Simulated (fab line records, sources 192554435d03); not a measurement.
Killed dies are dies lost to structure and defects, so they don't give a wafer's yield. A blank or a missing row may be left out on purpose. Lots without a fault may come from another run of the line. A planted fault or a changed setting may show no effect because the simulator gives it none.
fab line records | flow n5_finfet | part 1 of 2: steps 1 to 3 of 6
record lots=22 wafers=66 last_day=18
route steps=1938 shown BEOL_M2@857
lots that met no fault: from a run of the same line without faults
start_h: hours from the record's first day to the start of the lot's first wafer shown | wait_h: hours since the lot's step before | " the same as in the row above | L1.1+2: a row that stands for several wafers | - no value, or no start given | * or withheld: withheld | < > ~ a bound
route shown NAME@n: a module of which the file shows steps, and the number in the route of the first | usual: mean/standard deviation of fault-free wafers | same: alike in all rows | chamber/n: place in a boat | sites: the reading at each site | _std_site: their standard deviation | _edge_site: outer sites' mean less inner sites' | radius_mm: how far each site lies from the wafer's centre | mask NAME#n: copy n | behind: the tool/chamber that last shaped the wafer | hold: why the lot was held/for how many hours/how that ended | device: the transistor (n, p or np) that didn't switch | end of line: the same wafers' tests at the end of the route | a step without rows: its recipe alone | killed: dies lost to structure and defects at the first sort, not the wafer's yield | map: a wafer's dies, x killed, . not, _ none there
set.NAME: the setting as run; set.NAME@STEP: as run at that earlier step | model.NAME: the simulator's own value behind a step, which no gauge read
steps of the route over a sample of lots; a table a step, a row a wafer
services: from which hour (start_h, from the record's first day; less than 0 if before it) a tool's chamber was out of use, for how many hours, and why
## steps
# step N5_BEOL_M2_DESCUM_16
# recipe chemistry=O2 time_s=7 source_power_w=50 bias_power_w=20 pressure_mtorr=20 rf_frequency_hz=2.712e+07 temp_c=40 resist=CAR-EUV o2_flow_sccm=225
# usual drypump_motor_current_A=6.0/0.47 oes_product_au=0.81/0.09 rf_vpp_V=243.9/1.4 showerhead_plenum_p_Torr=2.15/0.076 throttle_valve_pct=20.28/0.26
# columns lot.wafer tool chamber start_h wait_h drypump_motor_current_A oes_product_au rf_hours_counter_h rf_vpp_V showerhead_plenum_p_Torr throttle_valve_pct
L074.2 rie_diel-02 1 136.97 0.0 6.5 0.97 7 245.4 2.22 19.91
L074.5 " 1 " " 6.5 0.97 - 244.7 2.22 19.91
L074.6 " 2 " " 5.6 0.83 - 244.0 2.11 20.31
L076.1 rie_diel-01 0 147.17 0.0 6.8 0.75 155 242.1 2.09 20.49
L076.2 " 2 " " 4.9 0.72 181 241.4 2.00 20.47
L076.5 " 3 " " 5.1 0.86 - 243.1 2.03 19.93
L077.1 rie_diel-02 1 164.23 0.0 6.6 0.93 16 245.7 2.22 19.92
L077.2 " 2 " " 5.6 0.81 81 243.2 2.11 20.33
L077.5 " 2 " " 5.7 0.81 - 244.0 2.11 20.35
L078.1 rie_diel-02 2 169.79 0.0 5.7 0.80 82 243.5 2.11 20.35
L078.4 " 3 " " 6.0 0.92 31 245.0 2.24 20.56
L078.6 " 1 " " 6.5 0.93 - 245.3 2.22 19.94
L079.2 rie_diel-02 0 175.71 0.0 6.3 0.71 203 243.4 2.15 20.08
L079.3 " 3 " " 6.0 0.91 32 245.9 2.24 20.58
L079.4 " 1 " " 6.5 0.92 20 244.4 2.21 19.95
L080.1 rie_diel-02 3 175.99 0.1 6.0 0.91 32 244.2 2.24 20.58
L080.3 " 0 " " 6.2 0.70 204 243.5 2.15 20.08
L080.4 " 2 " " 5.6 0.81 84 243.6 2.11 20.36
L082.1 rie_diel-02 3 182.38 0.1 6.0 0.92 35 244.2 2.24 20.57
L082.5 " 1 " " 6.5 0.92 - 244.4 2.21 19.94
L082.6 " 2 " " 5.6 0.81 - 242.5 2.10 20.35
L083.1 rie_diel-05 0 183.15 0.0 5.6 0.68 244 244.6 2.16 20.79
L083.3 " 3 " " 6.2 0.71 235 242.0 1.99 20.49
L083.4 " 2 " " 5.6 0.73 188 243.8 2.17 20.66
L084.1 rie_diel-02 2 205.70 0.0 5.7 0.80 96 243.7 2.10 20.38
L084.3 " 1 " " 6.5 0.89 31 244.4 2.21 19.97
L084.6 " 0 " " 6.2 0.71 - 244.0 2.15 20.10
L085.1 rie_diel-05 3 208.87 0.0 6.2 0.71 244 240.4 1.99 20.50
L085.3 " 2 " " 5.6 0.71 197 243.5 2.16 20.66
L085.6 " 1 " " 6.5 0.71 - 242.2 2.05 19.99
L086.3 rie_diel-02 3 209.23 0.0 6.0 0.91 42 244.4 2.24 20.59
L086.4 " 1 " " 6.5 0.90 32 245.0 2.21 19.96
L086.5 " 1 " " 6.5 0.89 - 245.3 2.21 19.95
L087.1 rie_diel-01 2 221.59 0.3 4.9 0.69 208 241.0 1.99 20.49
L087.4 " 3 " " 5.1 0.82 66 241.5 2.02 19.97
L087.5 " 3 " " 5.1 0.82 - 242.7 2.02 19.96
L088.1 rie_diel-02 2 221.81 0.4 5.7 0.79 101 242.4 2.10 20.39
L088.3 " 0 " " 6.2 0.70 219 243.3 2.15 20.10
L088.6 " 0 " " 6.3 0.70 - 243.6 2.15 20.09
L089.1 rie_diel-02 3 228.43 0.1 6.0 0.89 50 245.6 2.23 20.59
L089.3 " 1 " " 6.5 0.88 39 243.9 2.21 19.98
L089.5 " 2 " " 5.7 0.80 - 243.8 2.10 20.37
L090.2 rie_diel-01 2 228.53 0.0 4.9 0.69 210 240.7 1.99 20.49
L090.4 " 3 " " 5.1 0.82 69 241.2 2.02 19.99
L090.6 " 0 " " 6.8 0.72 - 242.0 2.08 20.52
L091.1 rie_diel-02 0 240.48 0.0 6.2 0.69 225 244.9 2.14 20.10
L091.5 " 2 " " 5.7 0.78 - 243.7 2.10 20.37
L091.6 " 3 " " 6.0 0.89 - 245.9 2.23 20.60
L092.4 rie_diel-02 1 243.99 0.0 6.5 0.89 42 244.4 2.21 19.97
L092.5 " 3 " " 6.0 0.89 - 244.0 2.23 20.60
L092.6 " 2 " " 5.7 0.79 - 243.3 2.10 20.39
L093.2 rie_diel-02 1 245.21 0.0 6.5 0.89 42 245.0 2.21 19.97
L093.4 " 0 " " 6.2 0.69 226 242.7 2.14 20.10
L093.5 " 2 " " 5.7 0.78 - 241.2 2.10 20.38
L094.2 rie_diel-05 0 266.93 0.3 5.6 0.95 17 244.1 2.15 20.51
L094.4 " 1 " " 6.5 0.68 239 243.0 2.05 20.02
L094.6 " 0 " " 5.6 0.94 - 242.2 2.15 20.54
L095.1 rie_diel-02 0 267.00 0.0 6.2 0.69 234 242.9 2.14 20.14
L095.4 " 1 " " 6.5 0.87 50 244.0 2.20 19.98
L095.5 " 1 " " 6.5 0.88 - 246.3 2.20 19.98
L096.2 rie_diel-01 0 269.52 0.0 6.8 0.70 200 242.2 2.07 20.56
L096.4 " 1 " " 6.1 0.79 125 246.4 2.20 20.52
L096.6 " 3 " " 5.1 0.80 - 242.0 2.01 20.02
L097.4 rie_diel-02 3 277.64 0.0 6.0 0.87 64 243.0 2.23 20.62
L097.5 " 0 " " 6.3 0.68 - 243.2 2.14 20.14
L097.6 " 1 " " 6.5 0.87 - 245.1 2.20 19.99
# step N5_BEOL_M2_STRIP_19
# recipe chemistry=O2 power_w=400 temp_c=40 pressure_mtorr=30 rf_frequency_hz=6e+07 bias_power_w=0 overash_fraction=0.2 o2_flow_sccm=225
# usual drypump_motor_current_A=5.9/0.61 oes_product_au=0.77/0.074 rf_vpp_V=3.7/0.45 showerhead_plenum_p_Torr=2.11/0.085 throttle_valve_pct=16.61/0.22
# columns lot.wafer tool chamber start_h wait_h drypump_motor_current_A oes_product_au rf_hours_counter_h rf_vpp_V showerhead_plenum_p_Torr throttle_valve_pct
L074.2 rie_diel-05 1 137.34 0.1 6.5 0.73 188 3.9 2.07 16.27
L074.5 " 1 " " 6.5 0.72 - 4.3 2.07 16.29
L074.6 " 0 " " 5.6 0.69 - 3.3 2.17 17.02
L076.1 rie_diel-01 1 147.53 0.1 6.1 0.82 82 3.5 2.22 16.63
L076.2 " 0 " " 6.8 0.74 156 3.3 2.09 16.74
L076.5 " 3 " " 5.1 0.86 - 3.8 2.03 16.24
L077.1 rie_diel-02 0 164.59 0.1 6.3 0.71 200 2.7 2.16 16.37
L077.2 " 1 " " 6.5 0.92 16 4.8 2.22 16.18
L077.5 " 2 " " 5.6 0.81 - 3.1 2.11 16.58
L078.1 rie_diel-01 2 170.17 0.1 4.9 0.71 190 3.2 2.00 16.70
L078.4 " 1 " " 6.1 0.82 - 3.5 2.22 16.67
L078.6 " 0 " " 6.8 0.74 - 3.9 2.09 16.72
L079.2 rie_diel-01 1 176.08 0.1 6.1 0.83 92 3.4 2.22 16.67
L079.3 " 0 " " 6.8 0.74 166 3.7 2.09 16.73
L079.4 " 2 " " 4.9 0.70 192 4.4 2.00 16.72
L080.1 rie_diel-01 2 176.46 0.2 4.9 0.71 192 3.9 2.00 16.70
L080.3 " 3 " " 5.1 0.85 50 3.8 2.03 16.26
L080.4 " 1 " " 6.1 0.82 92 3.2 2.22 16.66
L082.1 rie_diel-05 0 182.84 0.2 5.6 0.68 243 3.7 2.16 17.03
L082.5 " 0 " " 5.6 0.68 - 3.2 2.16 17.05
L082.6 " 1 " " 6.5 0.71 - 3.7 2.06 16.31
L083.1 rie_diel-05 2 183.51 0.1 5.6 0.72 188 3.6 2.17 16.88
L083.3 " 0 " " 5.6 0.68 244 3.9 2.16 17.04
L083.4 " 1 " " 6.5 0.71 204 3.8 2.06 16.32
L084.1 rie_diel-01 2 206.06 0.1 4.9 0.70 202 3.4 2.00 16.73
L084.3 " 1 " " 6.2 0.81 102 3.7 2.21 16.69
L084.6 " 3 " " 5.1 0.83 - 3.8 2.02 16.27
L085.1 rie_diel-05 1 209.33 0.2 6.5 0.70 213 3.3 2.06 16.32
L085.3 " 3 " " 6.3 0.71 244 2.5 2.00 16.76
L085.6 " 2 " " 5.6 0.72 - 3.7 2.17 16.88
L086.3 rie_diel-02 1 209.69 0.1 6.5 0.89 32 4.6 2.21 16.24
L086.4 " 0 " " 6.3 0.71 215 3.4 2.15 16.40
L086.5 " 3 " " 6.0 0.91 - 4.8 2.24 16.74
L087.1 rie_diel-02 1 222.04 0.2 6.5 0.90 36 4.0 2.21 16.25
L087.4 " 3 " " 6.0 0.91 46 3.5 2.24 16.75
L087.5 " 0 " " 6.2 0.70 - 4.0 2.15 16.39
L088.1 rie_diel-05 2 222.17 0.1 5.6 0.71 204 3.3 2.17 16.90
L088.3 " 1 " " 6.5 0.70 219 3.5 2.06 16.32
L088.6 " 1 " " 6.5 0.69 - 3.6 2.06 16.34
L089.1 rie_diel-02 2 228.79 0.1 5.7 0.79 105 3.9 2.10 16.62
L089.3 " 3 " " 6.0 0.89 50 4.1 2.24 16.75
L089.5 " 2 " " 5.7 0.79 - 3.4 2.10 16.62
L090.2 rie_diel-01 1 228.90 0.1 6.1 0.81 111 3.8 2.21 16.69
L090.4 " 2 " " 4.9 0.70 210 3.4 1.99 16.73
L090.6 " 0 " " 6.8 0.72 - 3.9 2.08 16.78
L091.1 rie_diel-02 0 240.87 0.1 6.2 0.70 225 3.7 2.15 16.41
L091.5 " 2 " " 5.7 0.78 - 3.8 2.10 16.62
L091.6 " 3 " " 6.0 0.89 - 3.7 2.24 16.76
L092.4 rie_diel-01 1 244.45 0.1 6.1 0.81 115 2.4 2.21 16.71
L092.5 " 2 " " 4.9 0.70 - 3.3 1.99 16.76
L092.6 " 1 " " 6.1 0.81 - 3.4 2.21 16.70
L093.2 rie_diel-02 0 245.59 0.1 6.3 0.69 226 3.8 2.15 16.42
L093.4 " 1 " " 6.5 0.89 43 4.1 2.21 16.24
L093.5 " 3 " " 6.0 0.89 - 3.1 2.24 16.77
L094.2 rie_diel-01 3 267.29 0.1 5.1 0.80 83 3.7 2.02 16.31
L094.4 " 2 " " 4.9 0.69 220 3.4 1.99 16.73
L094.6 " 3 " " 5.1 0.80 - 4.1 2.02 16.31
L095.1 rie_diel-02 0 267.36 0.1 6.3 0.68 234 3.2 2.15 16.45
L095.4 " 2 " " 5.7 0.78 116 4.2 2.10 16.64
L095.5 " 3 " " 6.0 0.88 - 3.5 2.23 16.77
L096.2 rie_diel-01 0 269.89 0.1 6.8 0.71 200 3.9 2.08 16.79
L096.4 " 1 " " 6.2 0.79 125 2.9 2.20 16.72
L096.6 " 1 " " 6.2 0.79 - 3.2 2.20 16.73
L097.4 rie_diel-02 2 278.01 0.1 5.6 0.77 119 3.4 2.10 16.62
L097.5 " 3 " " 6.0 0.87 - 3.4 2.23 16.78
L097.6 " 2 " " 5.6 0.77 - 3.7 2.10 16.64
# step N5_BEOL_M2_DESCUM_33
# recipe chemistry=O2 time_s=7 source_power_w=50 bias_power_w=20 pressure_mtorr=20 rf_frequency_hz=2.712e+07 temp_c=40 resist=CAR-EUV o2_flow_sccm=225
# usual drypump_motor_current_A=6.0/0.53 oes_product_au=0.78/0.083 rf_vpp_V=243.7/1.5 showerhead_plenum_p_Torr=2.13/0.083 throttle_valve_pct=20.35/0.26
# columns lot.wafer tool chamber start_h wait_h drypump_motor_current_A oes_product_au rf_hours_counter_h rf_vpp_V showerhead_plenum_p_Torr throttle_valve_pct
L074.2 rie_diel-01 0 137.89 0.0 6.8 0.75 152 242.6 2.09 20.49
L074.5 " 1 " " 6.1 0.83 - 245.7 2.22 20.45
L074.6 " 2 " " 4.9 0.72 - 241.1 2.00 20.46
L076.1 rie_diel-02 0 148.04 0.0 6.2 0.72 194 246.2 2.15 20.07
L076.2 " 2 " " 5.6 0.82 75 244.3 2.11 20.33
L076.5 " 3 " " 6.0 0.95 - 244.3 2.24 20.57
L077.1 rie_diel-05 3 165.23 0.0 6.2 0.72 228 242.8 2.00 20.48
L077.2 " 0 " " 5.6 0.68 236 244.1 2.16 20.78
L077.5 " 2 " " 5.6 0.73 - 244.9 2.17 20.64
L078.1 rie_diel-01 2 170.81 0.0 4.9 0.71 190 242.0 2.00 20.48
L078.4 " 0 " " 6.8 0.74 - 242.7 2.08 20.51
L078.6 " 1 " " 6.2 0.82 - 245.8 2.21 20.47
L079.2 rie_diel-01 0 176.59 0.0 6.8 0.73 166 243.5 2.08 20.51
L079.3 " 3 " " 5.1 0.84 50 241.0 2.02 19.94
L079.4 " 2 " " 4.9 0.71 192 241.4 2.00 20.48
L080.1 rie_diel-05 2 177.01 0.0 5.6 0.72 186 245.2 2.17 20.65
L080.3 " 1 " " 6.5 0.70 201 242.5 2.06 19.96
L080.4 " 0 " " 5.6 0.67 241 243.8 2.16 20.78
L082.1 rie_diel-01 0 183.35 0.0 6.8 0.73 170 244.2 2.08 20.52
L082.5 " 0 " " 6.8 0.73 - 242.8 2.08 20.52
L082.6 " 1 " " 6.1 0.82 - 245.6 2.21 20.47
L083.1 rie_diel-05 0 184.03 0.0 5.6 0.68 244 243.6 2.16 20.78
L083.3 " 1 " " 6.5 0.71 204 240.9 2.06 19.97
L083.4 " 3 " " 6.3 0.71 236 241.9 1.99 20.48
L084.1 rie_diel-05 1 206.83 0.2 6.5 0.70 212 242.6 2.05 19.99
L084.3 " 3 " " 6.2 0.71 244 241.9 1.99 20.49
L084.6 " 2 " " 5.6 0.72 - 244.7 2.16 20.68
L085.1 rie_diel-02 3 209.85 0.0 6.0 0.91 43 244.3 2.24 20.58
L085.3 " 2 " " 5.6 0.80 98 243.8 2.10 20.37
L085.6 " 0 " " 6.2 0.71 - 245.0 2.15 20.11
L086.3 rie_diel-02 1 210.20 0.0 6.5 0.90 32 243.4 2.21 19.96
L086.4 " 3 " " 6.0 0.91 43 243.8 2.24 20.58
L086.5 " 1 " " 6.5 0.91 - 245.3 2.21 19.97
L087.1 rie_diel-05 2 222.90 0.2 5.6 0.70 204 244.3 2.16 20.69
L087.4 " 2 " " 5.6 0.71 - 244.3 2.16 20.68
L087.5 " 1 " " 6.5 0.70 - 242.6 2.05 20.01
L088.1 rie_diel-01 3 223.11 0.3 5.1 0.81 67 242.4 2.02 20.00
L088.3 " 1 " " 6.1 0.81 108 245.6 2.21 20.50
L088.6 " 3 " " 5.1 0.82 - 241.2 2.02 19.97
L089.1 rie_diel-01 3 229.43 0.0 5.1 0.82 69 242.7 2.02 19.99
L089.3 " 1 " " 6.1 0.80 111 245.5 2.20 20.50
L089.5 " 2 " " 4.9 0.70 - 240.6 1.99 20.51
L090.2 rie_diel-02 1 229.61 0.0 6.5 0.89 39 246.3 2.21 19.96
L090.4 " 0 " " 6.2 0.70 223 245.7 2.15 20.10
L090.6 " 0 " " 6.2 0.69 - 244.9 2.14 20.10
L091.1 rie_diel-02 0 241.39 0.0 6.2 0.69 225 245.6 2.14 20.12
L091.5 " 0 " " 6.2 0.69 - 243.7 2.14 20.12
L091.6 " 3 " " 5.9 0.89 - 244.7 2.23 20.60
L092.4 rie_diel-02 2 245.03 0.1 5.7 0.79 108 242.6 2.10 20.39
L092.5 " 1 " " 6.5 0.89 - 245.5 2.21 19.99
L092.6 " 0 " " 6.3 0.69 - 243.5 2.14 20.11
L093.2 rie_diel-02 3 246.11 0.0 6.0 0.88 54 246.0 2.23 20.59
L093.4 " 1 " " 6.5 0.89 43 244.5 2.21 19.96
L093.5 " 3 " " 6.0 0.89 - 244.4 2.23 20.60
L094.2 rie_diel-02 1 267.81 0.0 6.5 0.86 50 244.0 2.20 19.98
L094.4 " 0 " " 6.3 0.69 234 244.1 2.14 20.13
L094.6 " 2 " " 5.6 0.78 - 243.4 2.09 20.39
L095.1 rie_diel-02 2 267.92 0.1 5.7 0.77 116 243.7 2.09 20.39
L095.4 " 1 " " 6.5 0.87 50 245.0 2.20 19.98
L095.5 " 0 " " 6.2 0.68 - 243.7 2.14 20.11
L096.2 rie_diel-05 0 270.40 0.0 5.7 0.96 18 243.6 2.15 20.51
L096.4 " 1 " " 6.5 0.69 240 243.7 2.05 20.04
L096.6 " 0 " " 5.6 0.95 - 243.4 2.15 20.52
L097.4 rie_diel-02 3 278.54 0.1 6.0 0.87 65 244.9 2.23 20.61
L097.5 " 2 " " 5.7 0.77 - 244.3 2.09 20.41
L097.6 " 1 " " 6.5 0.87 - 243.7 2.20 20.02
